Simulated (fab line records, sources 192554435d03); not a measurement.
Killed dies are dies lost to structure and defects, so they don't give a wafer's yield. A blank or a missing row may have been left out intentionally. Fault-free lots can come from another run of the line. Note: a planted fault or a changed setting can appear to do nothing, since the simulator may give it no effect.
Chamber matching | flow n5Finfet | cmp-02 running N5_BEOL_M14_CMP_49: 4 sister chambers
The step polishes, stops on SiO2, t overpolish 5.2 s, target thk 560 nm. 18 wafers are shown with their chamber, then 9 later ones without.

## WAFERS, EACH WITH ITS CHAMBER
wafer  | chamber | motorCurrentA (A) | timeToEndpointS (s) | barrierFieldEndpointS (s)
L077.4 | 3       | 7.4               | 114                 | 11.2
L077.5 | 1       | 8.9               | 114                 | 11.2
L077.6 | 2       | 8.4               | 129                 | 11.7
L083.1 | 0       | 8.6               | 118                 | 11.2
L083.3 | 2       | 8.0               | 128                 | 11.5
L083.4 | 3       | 7.2               | 116                 | 11.1
L084.1 | 0       | 8.8               | 119                 | 11.2
L084.4 | 2       | 7.3               | 128                 | 11.4
L084.6 | 1       | 8.7               | 115                 | 10.8
L090.1 | 2       | 7.9               | 128                 | 11.4
L090.2 | 3       | 7.2               | 114                 | 10.8
L090.3 | 0       | 8.9               | 117                 | 11.0
L094.2 | 2       | 7.6               | 122                 | 11.6
L094.3 | 0       | 8.8               | 118                 | 11.0
L094.5 | 1       | 8.9               | 114                 | 10.9
L092.1 | 1       | 8.7               | 112                 | 11.0
L092.3 | 0       | 8.5               | 117                 | 11.2
L092.4 | 3       | 7.4               | 108                 | 10.9

SIGNATURES (averages over the wafers above)
reading               | chamber 0 | chamber 1 | chamber 2 | chamber 3 | scatter within a chamber
motorCurrentA         | 8.720     | 8.800     | 7.840     | 7.300     | 0.251
timeToEndpointS       | 117.80    | 113.75    | 127.00    | 113.00    | 2.32
barrierFieldEndpointS | 11.120    | 10.975    | 11.520    | 11.000    | 0.147
Rule: for a wafer and a chamber, the distance is found by dividing, reading by reading, the gap between the wafer's reading and the chamber's mean by the reading's scatter, squaring, summing and taking the root. If the next closest chamber is less than 2 further off than the closest, the wafer can't be placed; otherwise it belongs to the closest. The scatter: take each reading less its chamber's mean, square it, sum over the shown wafers, divide by the number of wafers less the number of chambers, and take the root.

## WAFERS WHOSE CHAMBER IS MISSING
wafer  | motorCurrentA (A) | timeToEndpointS (s) | barrierFieldEndpointS (s)
L093.2 | 8.7               | 114                 | 11.0
L093.4 | 8.0               | 123                 | 11.5
L093.6 | 8.5               | 114                 | 10.9
L096.1 | 8.8               | 124                 | 11.3
L096.4 | 8.8               | 123                 | 11.2
L096.6 | 7.4               | 118                 | 10.9
L097.2 | 8.8               | 117                 | 11.4
L097.5 | 7.7               | 117                 | 11.2
L097.6 | 7.7               | 132                 | 11.8

## THE CHAMBER EACH PASSED THROUGH
wafer  | from the rows above          | in truth
L093.2 | can't be placed: 1 or 0      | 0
L093.4 | 2                            | 2
L093.6 | can't be placed: 1 or 0      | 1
L096.1 | can't be placed: 0 or 2 or 1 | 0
L096.4 | can't be placed: 0 or 1      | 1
L096.6 | 3                            | 3
L097.2 | can't be placed: 0 or 1      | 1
L097.5 | can't be placed: 3 or 0      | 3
L097.6 | 2                            | 2
Correctly placed: 3 of 9. Can't be placed from these rows: 6 (the true chamber is among the candidates in 6). Placed wrongly: 0.
